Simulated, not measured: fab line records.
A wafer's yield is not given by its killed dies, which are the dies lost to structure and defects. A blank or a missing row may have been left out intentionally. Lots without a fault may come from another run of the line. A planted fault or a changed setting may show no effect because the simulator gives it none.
8D (eight disciplines) problem report, filled in by code || flow nandHarc || the parts of the form that need people (team, actions taken, sign-off) are left out

## 1. PROBLEM STATEMENT
At NHARC_A_WL_FILL_ETCHBACK_17, runLengthS averages 38.0 s over 2 wafers from 2 lots, while fault-free wafers read 47.9 s, standard deviation 0.48. Relative to the usual mean, that is a shift of -21 standard deviations.
The step: etches the open film in Cl2/BCl3, target depth 4 nm, time 26.7 s.
First observed at day 24 09:58: wafer L908.4, on rieMetal-02. The record holds 42 wafers of 14 lots with a number at this step. Rule for "out" (also "out of limits"): further than 4 standard deviations from the usual mean. The other wafers with a number count as sound.

## 2. WHAT IT IS, AND WHAT IT ISN'T
{"question": "which readings at this step", "is": "runLengthS", "is not": "drypumpMotorCurrentA"}
{"question": "which lots", "is": "L908, L911", "is not": "L901, L906, L912, L913, L914, L915, L917, L918, L920, L921, L922, L923"}
{"question": "which wafers of those lots", "is": "L908.4, L911.4", "is not": "L908.1, L908.3, L911.1, L911.3"}
{"question": "read on which tools", "is": "rieMetal-02", "is not": "rieMetal-01, rieMetal-03"}
{"question": "when", "is": "from day 24 09:58", "is not": "up to then (8 sound wafers); but 32 sound wafers of L911, L912, L913, L914, L915, L917, L918, L920, L921, L922, L923 came after"}

## 3. WHAT RULES OUT EACH SUSPECT
Counting: any tool at a process step up to the reading remains a suspect provided it ran every lot that is out. Sound lots after the first of them don't rule it out here, since some wafers of a struck lot are sound.
- harEtch-02 at NHARC_A_SLIT_ETCH_17 (etches the open film in C4F8/O2/Ar, time 4254.5 s, target depth 20300 nm): kept. It ran every lot that is out, first L908 (day 23 09:10).
- rieMetal-02 at NHARC_A_WL_FILL_ETCHBACK_17 (etches the open film in Cl2/BCl3, target depth 4 nm, time 26.7 s): kept. It ran every lot that is out, first L908 (day 24 09:58). On those wafers its own readings are out: runLengthS.
- At NHARC_A_WL_FILL_ETCHBACK_17 on rieMetal-02, chamber 1 took the sound wafers of the same lots and chamber 0 took the wafers that are out.
What counting leaves: harEtch-02 at NHARC_A_SLIT_ETCH_17 and rieMetal-02 at NHARC_A_WL_FILL_ETCHBACK_17.

## 4. THE CAUSE (what the simulator had put in)
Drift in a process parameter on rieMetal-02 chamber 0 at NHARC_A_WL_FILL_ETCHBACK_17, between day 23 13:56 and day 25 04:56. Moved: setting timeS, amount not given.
After counting, 2 suspects remain, this tool included.

## 5. SEQUENCE OF EFFECTS, ordered by route
Each row: a reading whose mean over the struck wafers that have a number lies more than 3 standard deviations from the usual. Readings are gone through only where the record gives a usual standard deviation; hours: the median, over the lots, of the time from a lot's start at the first step in this table giving one to that lot's start at this step; sigmas: the change measured in usual standard deviations.
{"hours": 0, "step": "NHARC_A_WL_FILL_ETCHBACK_17", "reading": "runLengthS", "usual": "47.9 s", "on struck wafers": 38.0, "change": -9.9, "sigmas": -21}
Process steps it contains:
- NHARC_A_WL_FILL_ETCHBACK_17: etches the open film in Cl2/BCl3, target depth 4 nm, time 26.7 s.

## 6. HOW IT WOULD HAVE BEEN CAUGHT EARLIER
In this record no reading fell out of limits until day 24 09:58, 20 hours after the fault had begun at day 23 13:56.
